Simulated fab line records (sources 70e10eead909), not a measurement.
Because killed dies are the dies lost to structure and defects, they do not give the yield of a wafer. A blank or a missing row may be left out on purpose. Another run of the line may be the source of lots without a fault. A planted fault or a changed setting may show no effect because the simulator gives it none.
fab line records ; flow nand_harc
record: lots: 12; wafers: 36; last_day: 33
route steps=1302 shown P_GATE@172 P_CONTACT@232 END@1302
lots that met no fault: from a run of the same line without faults
start_h: the number of hours between the record's first day and the start of the first shown wafer of the lot ; wait_h: hours from the lot's prior step to this one ; " unchanged from the row above ; L1.1+2: a row that stands for several wafers ; - value missing, or start not given ; * or withheld: withheld ; < > ~ a bound
route shown NAME@n: NAME is a module with steps in the file, n the number in the route of the first one ; usual: mean and standard deviation over wafers with no fault ; same: alike in all rows ; chamber/n: place in a boat ; sites: readings site by site ; _std_site: standard deviation of those values ; _edge_site: outer sites' mean less inner sites' ; radius_mm: how far each site lies from the wafer's centre ; mask NAME#n: copy n ; behind: the most recent tool/chamber to have shaped the wafer ; hold: the reason the lot was held/the length of the hold in hours/how it ended ; device: the transistor (n, p or np) that didn't switch ; end of line: the same wafers' tests at the end of the route ; for a step that has no rows: nothing shown but its recipe ; killed: dies lost to structure and defects at the first sort, not the wafer's yield ; map: the dies of a wafer, with x for killed, . for not killed, _ for no die there
set.NAME: the setting as run; set.NAME@STEP: as run at that earlier step ; model.NAME: the simulator's own value behind a step, which no gauge read
the route's steps for a sample of lots (tables are steps, rows are wafers)
services: from which hour (start_h, from the record's first day; less than 0 if before it) a tool's chamber was out of use, for how many hours, and why
== steps ==
step: NHARC_P_GATE_DESCUM_48
recipe: time_s: 3; o2_flow_sccm: 200; ar_flow_sccm: 0; bias_power_w: 0; chemistry: O2
usual: drypump_motor_current_A: 5.9/0.54; oes_product_au: 1.001/0.011; rf_vpp_V: 57.6/0.83; showerhead_plenum_p_Torr: 1.89/0.074; throttle_valve_pct: 11.310/0.009
lot.wafer;tool;chamber;start_h;wait_h;drypump_motor_current_A;oes_product_au;rf_hours_counter_h;rf_vpp_V;showerhead_plenum_p_Torr;throttle_valve_pct
L936.2;rie_diel-01;0;112.04;-;6.6;0.986;8;58.2;1.91;11.311
L936.1;rie_diel-01;1;112.04;-;5.4;1.005;8;58.9;1.80;11.314
L936.5;rie_diel-01;0;112.04;-;6.6;0.987;-;57.9;1.91;11.296
L937.4;rie_diel-09;0;112.20;-;6.6;1.006;5;57.3;1.81;11.319
L937.2;rie_diel-09;1;112.20;-;4.9;1.020;5;57.5;2.00;11.297
L937.5;rie_diel-09;1;112.20;-;5.0;1.016;-;57.2;2.00;11.312
L939.2;rie_diel-01;2;137.79;-;5.9;1.010;6;58.6;1.94;11.300
L939.3;rie_diel-01;3;137.79;-;6.4;1.018;8;58.1;1.88;11.313
L939.5;rie_diel-01;3;137.79;-;6.5;1.017;-;57.1;1.88;11.299
L940.1;rie_diel-01;1;147.18;-;5.4;1.007;9;56.4;1.80;11.297
L940.2;rie_diel-01;2;147.18;-;5.9;1.008;6;58.2;1.94;11.309
L940.5;rie_diel-01;3;147.18;-;6.4;1.009;-;57.6;1.88;11.321
L942.3;rie_diel-09;3;169.25;-;6.0;0.999;1;57.6;1.85;11.300
L942.5;rie_diel-09;3;169.25;-;6.1;1.005;-;57.3;1.85;11.301
L942.6;rie_diel-09;0;169.25;-;6.6;1.011;-;57.3;1.81;11.314
L945.2;rie_diel-09;0;197.67;-;6.6;1.006;2;56.7;1.81;11.315
L945.4;rie_diel-09;1;197.67;-;4.9;1.005;2;57.4;2.00;11.311
L945.6;rie_diel-09;2;197.67;-;5.8;0.976;-;58.6;2.03;11.304
L947.4;rie_diel-01;3;216.45;-;6.5;0.986;0;58.3;1.88;11.319
L947.6;rie_diel-01;1;216.45;-;5.4;1.006;-;58.0;1.79;11.316
L947.5;rie_diel-01;2;216.45;-;5.9;0.997;-;57.7;1.94;11.291
L953.3;rie_diel-09;0;283.93;-;6.6;0.993;8;58.8;1.80;11.318
L953.2;rie_diel-09;1;283.93;-;4.9;1.003;9;59.4;2.00;11.300
L953.6;rie_diel-09;0;283.93;-;6.5;0.986;-;56.5;1.80;11.298
L954.3;rie_diel-09;2;284.24;-;5.8;1.005;9;58.7;2.03;11.309
L954.1;rie_diel-09;0;284.24;-;6.6;0.992;8;58.5;1.80;11.289
L954.6;rie_diel-09;2;284.24;-;5.8;0.999;-;57.7;2.03;11.306
L955.4;rie_diel-03;2;298.01;-;5.1;1.011;0;55.6;1.79;11.317
L955.3;rie_diel-03;3;298.01;-;5.8;1.015;0;57.9;1.93;11.322
L955.5;rie_diel-03;2;298.01;-;5.1;1.024;-;57.7;1.79;11.309
L957.3;rie_diel-09;2;317.72;-;5.8;0.992;11;57.8;2.03;11.318
L957.2;rie_diel-09;3;317.72;-;6.1;1.005;11;57.2;1.85;11.302
L957.5;rie_diel-09;1;317.72;-;4.9;1.019;-;58.7;2.00;11.311
L958.3;rie_diel-09;1;331.96;-;4.9;1.019;0;58.9;2.00;11.311
L958.5;rie_diel-09;2;331.96;-;5.8;0.990;-;57.7;2.03;11.317
L958.6;rie_diel-09;3;331.96;-;6.1;0.985;-;57.5;1.85;11.312
step: NHARC_P_GATE_STRIP_111
recipe: power_w: 1500; temp_c: 110; time_s: 250; chemistry: N2/H2
usual: drypump_motor_current_A: 5.8/0.34; heater_power_w: 96/9.9
lot.wafer;tool;chamber;start_h;wait_h;drypump_motor_current_A;heater_power_w;rf_hours_counter_h
L936.1;plasma_asher-02;1;112.41;0.2;5.3;86;5
L936.2;plasma_asher-02;0;112.41;0.2;5.5;93;5
L936.5;plasma_asher-02;0;112.41;0.2;5.5;92;-
L937.2;plasma_asher-01;1;112.62;0.2;5.9;110;25
L937.4;plasma_asher-01;0;112.62;0.2;6.2;92;-
L937.5;plasma_asher-01;1;112.62;0.2;5.9;109;-
L939.2;plasma_asher-01;0;138.16;0.2;6.2;91;30
L939.3;plasma_asher-01;0;138.16;0.2;6.2;93;-
L939.5;plasma_asher-01;0;138.16;0.2;6.2;94;-
L940.1;plasma_asher-01;0;147.53;0.2;6.2;89;33
L940.2;plasma_asher-01;1;147.53;0.2;5.9;110;33
L940.5;plasma_asher-01;1;147.53;0.2;5.9;107;-
L942.3;plasma_asher-02;0;169.77;0.3;5.5;90;-
L942.5;plasma_asher-02;1;169.77;0.3;5.3;87;-
L942.6;plasma_asher-02;0;169.77;0.3;5.5;91;-
L945.2;plasma_asher-01;0;198.06;0.2;6.1;94;4
L945.4;plasma_asher-01;1;198.06;0.2;5.9;113;-
L945.6;plasma_asher-01;0;198.06;0.2;6.1;93;-
L947.4;plasma_asher-01;0;216.95;0.3;6.2;94;-
L947.6;plasma_asher-01;1;216.95;0.3;5.9;115;-
L947.5;plasma_asher-01;0;216.95;0.3;6.2;90;-
L953.2;plasma_asher-01;0;284.34;0.2;6.2;92;23
L953.3;plasma_asher-01;0;284.34;0.2;6.2;92;-
L953.6;plasma_asher-01;1;284.34;0.2;5.9;113;-
L954.1;plasma_asher-02;1;284.66;0.2;5.3;86;4
L954.3;plasma_asher-02;1;284.66;0.2;5.3;84;-
L954.6;plasma_asher-02;1;284.66;0.2;5.3;85;-
L955.4;plasma_asher-02;1;298.47;0.2;5.3;85;-
L955.3;plasma_asher-02;0;298.47;0.2;5.5;93;-
L955.5;plasma_asher-02;0;298.47;0.2;5.5;91;-
L957.2;plasma_asher-01;1;318.12;0.2;5.9;114;29
L957.3;plasma_asher-01;0;318.12;0.2;6.2;92;-
L957.5;plasma_asher-01;1;318.12;0.2;5.9;112;-
L958.3;plasma_asher-02;1;332.45;0.3;5.3;85;-
L958.6;plasma_asher-02;0;332.45;0.3;5.5;91;-
L958.5;plasma_asher-02;1;332.45;0.3;5.3;86;-
step: NHARC_P_GATE_STRIP_112
recipe: power_w: 1500; temp_c: 110; time_s: 200; chemistry: N2/H2
usual: drypump_motor_current_A: 5.7/0.34; heater_power_w: 94/9.3
lot.wafer;tool;chamber;start_h;wait_h;drypump_motor_current_A;heater_power_w;rf_hours_counter_h
L936.1;plasma_asher-01;0;114.17;0.2;6.2;91;25
L936.2;plasma_asher-01;1;114.17;0.2;5.9;108;25
L936.5;plasma_asher-01;1;114.17;0.2;5.9;107;-
L937.2;plasma_asher-02;0;114.38;0.2;5.5;92;6
L937.4;plasma_asher-02;0;114.38;0.2;5.5;92;-
L937.5;plasma_asher-02;0;114.38;0.2;5.5;93;-
L939.2;plasma_asher-01;1;139.79;0.2;5.9;107;31
L939.3;plasma_asher-01;0;139.79;0.2;6.2;91;-
L939.5;plasma_asher-01;1;139.79;0.2;5.9;108;-
L940.1;plasma_asher-01;0;149.28;0.2;6.2;93;33
L940.2;plasma_asher-01;1;149.28;0.2;5.9;107;33
L940.5;plasma_asher-01;1;149.28;0.2;5.9;108;-
L942.3;plasma_asher-02;0;171.48;0.2;5.5;91;-
L942.5;plasma_asher-02;0;171.48;0.2;5.5;92;-
L942.6;plasma_asher-02;1;171.48;0.2;5.3;86;-
L945.2;plasma_asher-02;1;199.81;0.2;5.3;85;24
L945.4;plasma_asher-02;0;199.81;0.2;5.5;92;-
L945.6;plasma_asher-02;1;199.81;0.2;5.3;86;-
L947.4;plasma_asher-01;0;218.63;0.2;6.2;96;-
L947.5;plasma_asher-01;0;218.63;0.2;6.2;90;-
L947.6;plasma_asher-01;1;218.63;0.2;5.9;113;-
L953.2;plasma_asher-01;1;286.04;0.2;5.9;114;23
L953.3;plasma_asher-01;0;286.04;0.2;6.2;92;-
L953.6;plasma_asher-01;0;286.04;0.2;6.2;94;-
L954.1;plasma_asher-02;0;286.41;0.2;5.5;89;5
L954.3;plasma_asher-02;1;286.41;0.2;5.3;85;-
L954.6;plasma_asher-02;0;286.41;0.2;5.5;89;-
L955.4;plasma_asher-02;1;300.22;0.2;5.3;86;-
L955.3;plasma_asher-02;0;300.22;0.2;5.5;91;-
L955.5;plasma_asher-02;1;300.22;0.2;5.3;84;-
L957.2;plasma_asher-02;0;319.87;0.2;5.5;88;12
L957.3;plasma_asher-02;0;319.87;0.2;5.5;89;-
L957.5;plasma_asher-02;0;319.87;0.2;5.5;89;-
L958.3;plasma_asher-02;1;334.06;0.3;5.3;85;-
L958.5;plasma_asher-02;0;334.06;0.3;5.5;90;-
L958.6;plasma_asher-02;1;334.06;0.3;5.3;86;-
step: NHARC_P_GATE_INSPECT_68
usual: raw_defect_count: 214/84
lot.wafer;tool;chamber;start_h;wait_h;raw_defect_count
L936.1;defect_inspect-01;-;118.42;0.2;77
L936.2;defect_inspect-01;-;118.42;0.2;179
L936.5;defect_inspect-01;-;118.42;0.2;179
L937.2;defect_inspect-02;-;118.59;0.1;395
L937.4;defect_inspect-02;-;118.59;0.1;232
L937.5;defect_inspect-02;-;118.59;0.1;268
L939.2;defect_inspect-02;-;144.05;0.1;271
L939.3;defect_inspect-02;-;144.05;0.1;253
L939.5;defect_inspect-02;-;144.05;0.1;169
L940.1;defect_inspect-02;-;153.70;0.2;159
L940.2;defect_inspect-02;-;153.70;0.2;171
L940.5;defect_inspect-02;-;153.70;0.2;156
L942.3;defect_inspect-02;-;176.66;0.1;178
L942.5;defect_inspect-02;-;176.66;0.1;175
L942.6;defect_inspect-02;-;176.66;0.1;292
L945.2;defect_inspect-02;-;203.91;0.1;813
L945.4;defect_inspect-02;-;203.91;0.1;660
L945.6;defect_inspect-02;-;203.91;0.1;837
L947.4;defect_inspect-01;-;222.70;0.1;922
L947.5;defect_inspect-01;-;222.70;0.1;659
L947.6;defect_inspect-01;-;222.70;0.1;718
L953.2;defect_inspect-02;-;290.35;0.1;196
L953.3;defect_inspect-02;-;290.35;0.1;160
L953.6;defect_inspect-02;-;290.35;0.1;173
L954.1;defect_inspect-01;-;290.67;0.2;200
L954.3;defect_inspect-01;-;290.67;0.2;123
L954.6;defect_inspect-01;-;290.67;0.2;247
L955.3;defect_inspect-01;-;304.31;0.1;198
L955.4;defect_inspect-01;-;304.31;0.1;268
L955.5;defect_inspect-01;-;304.31;0.1;380
L957.2;defect_inspect-01;-;323.97;0.1;245
L957.3;defect_inspect-01;-;323.97;0.1;189
L957.5;defect_inspect-01;-;323.97;0.1;159
L958.3;defect_inspect-01;-;338.36;0.1;302
L958.5;defect_inspect-01;-;338.36;0.1;380
L958.6;defect_inspect-01;-;338.36;0.1;324
step: NHARC_P_CONTACT_CD_MEAS_12
recipe: target_cd_nm: 90; landing_energy_ev: 500
usual: cd_nm: 90.2/0.64
lot.wafer;tool;chamber;start_h;wait_h;cd_nm
L936.1;cd_sem-03;0;120.02;-;90.0
L936.2;cd_sem-03;0;120.02;-;90.7
L936.5;cd_sem-03;0;120.02;-;89.3
L937.2;cd_sem-02;0;120.21;-;90.3
L937.4;cd_sem-02;0;120.21;-;91.8
L937.5;cd_sem-02;0;120.21;-;89.8
L939.2;cd_sem-01;0;145.54;-;89.2
L939.3;cd_sem-01;0;145.54;-;89.3
L939.5;cd_sem-01;0;145.54;-;89.7
L940.1;cd_sem-02;0;155.30;-;90.4
L940.2;cd_sem-02;0;155.30;-;89.7
L940.5;cd_sem-02;0;155.30;-;90.4
L942.3;cd_sem-03;0;178.27;-;90.1
L942.5;cd_sem-03;0;178.27;-;90.6
L942.6;cd_sem-03;0;178.27;-;89.2
L945.2;cd_sem-03;0;205.52;-;91.3
L945.4;cd_sem-03;0;205.52;-;90.8
L945.6;cd_sem-03;0;205.52;-;90.7
L947.4;cd_sem-01;0;224.19;-;90.3
L947.5;cd_sem-01;0;224.19;-;89.8
L947.6;cd_sem-01;0;224.19;-;90.1
L953.2;cd_sem-02;0;291.84;-;89.7
L953.3;cd_sem-02;0;291.84;-;90.5
L953.6;cd_sem-02;0;291.84;-;91.5
L954.1;cd_sem-03;0;292.28;-;89.4
L954.3;cd_sem-03;0;292.28;-;90.0
L954.6;cd_sem-03;0;292.28;-;90.1
L955.3;cd_sem-03;0;305.79;-;90.2
L955.4;cd_sem-03;0;305.79;-;90.6
L955.5;cd_sem-03;0;305.79;-;88.9
L957.2;cd_sem-03;0;325.58;-;90.8
L957.3;cd_sem-03;0;325.58;-;91.1
L957.5;cd_sem-03;0;325.58;-;89.2
L958.3;cd_sem-03;0;339.98;-;89.9
L958.5;cd_sem-03;0;339.98;-;89.4
L958.6;cd_sem-03;0;339.98;-;89.5
step: NHARC_END_SORT_01
recipe: temp_c: 25
usual: killed_at_array: 57/19; killed_at_other: 0.9/1.1; killed_at_periphery: 4.0/2.6; killed_dies: 62/19; killed_open: 3.3/1.8; killed_short: 2.4/1.7
same: gross_dies: 677
lot.wafer;tool;chamber;start_h;wait_h;killed_at_array;killed_at_other;killed_at_periphery;killed_dies;killed_open;killed_short
L945.2;prober-02;0;636.03;2.8;65;2;85;152;0;4
L945.4;prober-02;0;637.64;3.4;89;0;83;172;4;3
L945.6;prober-02;0;639.25;4.0;58;2;74;134;4;6
L947.4;prober-01;0;661.23;3.4;33;0;81;114;2;6
L947.5;prober-01;0;662.03;3.7;30;0;76;106;1;2
L947.6;prober-01;0;662.83;4.0;43;0;89;132;4;2
killed by level:class
L945.2 P_GATE:unspecified=81 A_CHANNEL_HOLE_D1:chamber_film_flake=33 A_SLIT:chamber_film_flake=14 A_CHANNEL_HOLE_D2:chamber_film_flake=7 A_ZERO_WELL:chamber_film_flake=3 A_CHANNEL_FILL_D2:geometric_particle:short=2 P_ZERO_WELL:chamber_film_flake=2 A_DECK1_JOINT:chamber_film_flake=2
L945.4 P_GATE:unspecified=80 A_CHANNEL_HOLE_D1:chamber_film_flake=36 A_SLIT:chamber_film_flake=25 A_CONTACT:chamber_film_flake=6 A_CHANNEL_HOLE_D2:chamber_film_flake=4 A_CHANNEL_FILL_D1:chamber_film_flake=3 A_STAIRCASE:chamber_film_flake=3 A_CHANNEL_FILL_D2:geometric_particle:short=2
L945.6 P_GATE:unspecified=71 A_CHANNEL_HOLE_D1:chamber_film_flake=28 A_SLIT:chamber_film_flake=13 A_CHANNEL_HOLE_D2:chamber_film_flake=6 A_ZERO_WELL:chamber_film_flake=2 A_CONTACT:chamber_film_flake=2 P_GATE:geometric_particle:short=1 P_M0:geometric_particle:short=1
L947.4 P_GATE:unspecified=78 A_CHANNEL_HOLE_D2:chamber_film_flake=11 A_CHANNEL_HOLE_D1:chamber_film_flake=5 A_CONTACT:chamber_film_flake=5 A_ONON_D1:geometric_particle:short=4 A_STAIRCASE:chamber_film_flake=4 P_ZERO_WELL:chamber_film_flake=3 A_ONON_D1:geometric_particle:open=1
L947.5 P_GATE:unspecified=76 A_CHANNEL_HOLE_D2:chamber_film_flake=16 A_STAIRCASE:chamber_film_flake=9 A_CONTACT:chamber_film_flake=2 A_ONON_D1:geometric_particle:open=1 A_CHANNEL_FILL_D1:geometric_particle:short=1 A_WL_FILL:geometric_particle:short=1
L947.6 P_GATE:unspecified=84 A_CHANNEL_HOLE_D2:chamber_film_flake=15 A_STAIRCASE:chamber_film_flake=8 A_CHANNEL_HOLE_D1:chamber_film_flake=5 A_CONTACT:chamber_film_flake=5 P_ZERO_WELL:chamber_film_flake=2 A_CHANNEL_FILL_D2:chamber_film_flake=2 A_SLIT:chamber_film_flake=2
== services ==
tool;chamber;start_h;hours;kind
rie_diel-01;3;93.59;4.4;repair
rie_diel-09;0;97.60;-;clean
rie_diel-03;-;104.88;9.0;pm
rie_diel-03;0;117.02;2.6;repair
plasma_asher-02;-;142.46;1.9;repair
rie_diel-09;-;143.10;9.0;pm
rie_diel-03;2;151.58;10.5;repair
plasma_asher-01;-;165.24;9.0;pm
plasma_asher-01;0;165.24;9.0;vent_cycle
plasma_asher-01;1;165.24;9.0;vent_cycle
plasma_asher-01;0;174.24;-;clean
plasma_asher-01;1;174.24;-;clean
rie_diel-01;-;203.84;9.0;pm
plasma_asher-02;-;245.17;5.9;repair
plasma_asher-02;-;251.10;9.0;pm
plasma_asher-02;0;251.10;9.0;vent_cycle
plasma_asher-02;1;251.10;9.0;vent_cycle
plasma_asher-02;0;260.10;-;clean
plasma_asher-02;1;260.10;-;clean
rie_diel-03;-;281.88;9.0;pm
rie_diel-01;1;283.32;3.1;repair
rie_diel-01;3;291.85;2.0;repair
rie_diel-03;0;302.14;7.4;repair
rie_diel-09;-;320.10;9.0;pm
== key ==
first_sign: step: NHARC_P_GATE_INSPECT_68; reading: raw_defect_count; direction: up; sigmas: 6.6; usual: 214; struck: 768
effect: step: NHARC_END_SORT_01; reading: killed_at_periphery; direction: up; sigmas: 30; usual: 4.0; struck: 81.3
more_kills_born_at: NHARC_P_GATE_STRIP_111@plasma_asher-01: 470
met_at NHARC_P_GATE_STRIP_111
struck_lots L945,L947
tester_left_out L945,L947
not_acting_at NHARC_P_GATE_DESCUM_48,NHARC_P_GATE_STRIP_112,NHARC_P_CONTACT_CD_MEAS_12
onset_between 147.53 198.06
fault: kind: chamber_particle_source; tool: plasma_asher-01; chamber: -; onset_h: 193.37; steps: NHARC_P_GATE_STRIP_111; rate_per_visit_cm2: 0.79434; end_h: 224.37
tester_left_out: of these lots the tester's yield and bins aren't shown, on N5 and GAA mostly nor the transistor test; their killed dies are dies lost to structure and defects alone, not to doping, threshold or leakage, so they don't give the yield
